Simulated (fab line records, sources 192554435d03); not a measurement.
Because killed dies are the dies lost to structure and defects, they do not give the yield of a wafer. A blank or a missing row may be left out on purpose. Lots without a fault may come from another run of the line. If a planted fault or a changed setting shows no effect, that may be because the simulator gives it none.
Matching of chambers + flow n5 finfet + 4 sister chambers for N5_FIN_SAQP_ALD_61 on ald sin-04
The step deposits SiO2, target thk 4 nm, pulse time 1 s, purge time 2 s. 4 wafers are shown with their chamber, then 7 later ones without.

WAFERS PAIRED WITH THEIR CHAMBERS
| wafer  | chamber | heater power w (W) |
|--------|---------|--------------------|
| L081.6 | 2       | 443                |
| L084.3 | 3       | 559                |
| L089.1 | 0       | 449                |
| L089.3 | 1       | 417                |

WAFERS WHOSE CHAMBER IS MISSING
| wafer  | heater power w (W) |
|--------|--------------------|
| L089.6 | 427                |
| L092.2 | 444                |
| L092.3 | 533                |
| L092.5 | 418                |
| L094.2 | 422                |
| L094.5 | 421                |
| L094.6 | 414                |

WHICH CHAMBER EACH ONE RAN IN
| wafer  | from the rows above          | in truth |
|--------|------------------------------|----------|
| L089.6 | can't be placed: 1 or 2 or 0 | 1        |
| L092.2 | can't be placed: 2 or 0      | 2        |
| L092.3 | 3                            | 3        |
| L092.5 | 1                            | 1        |
| L094.2 | can't be placed: 1 or 2      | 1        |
| L094.5 | can't be placed: 1 or 2      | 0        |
| L094.6 | 1                            | 1        |
Correctly placed: 3 of 7. Unplaceable from these rows: 4, with the true chamber sitting among the candidates in 3. Placed wrongly: 0.
How it was worked out, from the rows above alone: a wafer's distance from a chamber is the root of the sum, over the readings, of the square of ((its reading less the chamber's mean) divided by the reading's scatter). If the next closest chamber is less than 2 further off than the closest, the wafer can't be placed; otherwise it belongs to the closest. Each chamber's mean is taken over the wafers shown for it. The scatter (one wafer shown for each chamber): square how far every hidden wafer sits from the nearest shown wafer, average those squares and take the square root.
